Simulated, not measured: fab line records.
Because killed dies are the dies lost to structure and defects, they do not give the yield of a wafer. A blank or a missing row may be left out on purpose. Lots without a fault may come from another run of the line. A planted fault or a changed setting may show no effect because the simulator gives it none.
Chamber matching / flow n5_finfet / N5_BEOL_M6_ETCH_66 on rie_diel-03 has 4 sister chambers
The step etches SOC in N2/H2, target depth 80 nm, overetch 16 nm, time 120 s. 14 wafers are shown with their chamber, then 7 later ones without.

EACH WAFER AND ITS CHAMBER
wafer=L767.2; chamber=3; drypump_motor_current_A (A)=6.2; throttle_valve_pct (%)=17.86; showerhead_plenum_p_Torr (Torr)=2.53
wafer=L767.4; chamber=2; drypump_motor_current_A (A)=5.8; throttle_valve_pct (%)=18.06; showerhead_plenum_p_Torr (Torr)=2.70
wafer=L767.6; chamber=3; drypump_motor_current_A (A)=6.2; throttle_valve_pct (%)=17.86; showerhead_plenum_p_Torr (Torr)=2.53
wafer=L768.1; chamber=1; drypump_motor_current_A (A)=6.7; throttle_valve_pct (%)=17.53; showerhead_plenum_p_Torr (Torr)=2.63
wafer=L768.2; chamber=0; drypump_motor_current_A (A)=6.4; throttle_valve_pct (%)=17.54; showerhead_plenum_p_Torr (Torr)=2.59
wafer=L768.5; chamber=1; drypump_motor_current_A (A)=6.7; throttle_valve_pct (%)=17.53; showerhead_plenum_p_Torr (Torr)=2.63
wafer=L783.2; chamber=2; drypump_motor_current_A (A)=5.8; throttle_valve_pct (%)=18.11; showerhead_plenum_p_Torr (Torr)=2.69
wafer=L783.5; chamber=1; drypump_motor_current_A (A)=6.7; throttle_valve_pct (%)=17.55; showerhead_plenum_p_Torr (Torr)=2.62
wafer=L783.6; chamber=0; drypump_motor_current_A (A)=6.4; throttle_valve_pct (%)=17.59; showerhead_plenum_p_Torr (Torr)=2.58
wafer=L784.1; chamber=0; drypump_motor_current_A (A)=6.5; throttle_valve_pct (%)=17.59; showerhead_plenum_p_Torr (Torr)=2.58
wafer=L784.5; chamber=0; drypump_motor_current_A (A)=6.4; throttle_valve_pct (%)=17.58; showerhead_plenum_p_Torr (Torr)=2.58
wafer=L784.6; chamber=3; drypump_motor_current_A (A)=6.1; throttle_valve_pct (%)=17.92; showerhead_plenum_p_Torr (Torr)=2.51
wafer=L787.2; chamber=0; drypump_motor_current_A (A)=6.4; throttle_valve_pct (%)=17.60; showerhead_plenum_p_Torr (Torr)=2.58
wafer=L787.5; chamber=2; drypump_motor_current_A (A)=5.8; throttle_valve_pct (%)=18.15; showerhead_plenum_p_Torr (Torr)=2.68

SIGNATURES, as means of the wafers listed above
reading=drypump_motor_current_A; chamber 0=6.420; chamber 1=6.700; chamber 2=5.800; chamber 3=6.167; scatter within a chamber=0.0383
reading=throttle_valve_pct; chamber 0=17.5800; chamber 1=17.5367; chamber 2=18.1067; chamber 3=17.8800; scatter within a chamber=0.0299
reading=showerhead_plenum_p_Torr; chamber 0=2.5820; chamber 1=2.6267; chamber 2=2.6900; chamber 3=2.5233; scatter within a chamber=0.00783
Rule: for each reading, subtract the chamber's mean from the wafer's reading, divide by that reading's scatter and square the result; add these up over the readings and take the root, which gives the wafer's distance from the chamber. The wafer belongs to the nearest chamber; if the next one is less than 2 further off, it can't be placed. The scatter: the root of (the sum of the squares of (reading less its chamber's mean) over the shown wafers, divided by (wafers less chambers)).

WAFERS WHOSE CHAMBER IS MISSING
wafer=L787.6; drypump_motor_current_A (A)=6.7; throttle_valve_pct (%)=17.59; showerhead_plenum_p_Torr (Torr)=2.62
wafer=L788.1; drypump_motor_current_A (A)=5.8; throttle_valve_pct (%)=18.14; showerhead_plenum_p_Torr (Torr)=2.68
wafer=L788.3; drypump_motor_current_A (A)=6.7; throttle_valve_pct (%)=17.60; showerhead_plenum_p_Torr (Torr)=2.61
wafer=L788.4; drypump_motor_current_A (A)=6.4; throttle_valve_pct (%)=17.60; showerhead_plenum_p_Torr (Torr)=2.57
wafer=L789.2; drypump_motor_current_A (A)=6.4; throttle_valve_pct (%)=17.62; showerhead_plenum_p_Torr (Torr)=2.57
wafer=L789.3; drypump_motor_current_A (A)=6.7; throttle_valve_pct (%)=17.61; showerhead_plenum_p_Torr (Torr)=2.61
wafer=L789.5; drypump_motor_current_A (A)=6.1; throttle_valve_pct (%)=17.97; showerhead_plenum_p_Torr (Torr)=2.50

EACH ONE'S CHAMBER
wafer=L787.6; from the rows above=1; in truth=1
wafer=L788.1; from the rows above=2; in truth=2
wafer=L788.3; from the rows above=1; in truth=1
wafer=L788.4; from the rows above=0; in truth=0
wafer=L789.2; from the rows above=0; in truth=0
wafer=L789.3; from the rows above=1; in truth=1
wafer=L789.5; from the rows above=3; in truth=3
Correct placement for 7 of the 7. Can't be placed from these rows: 0. Wrongly placed: 0.
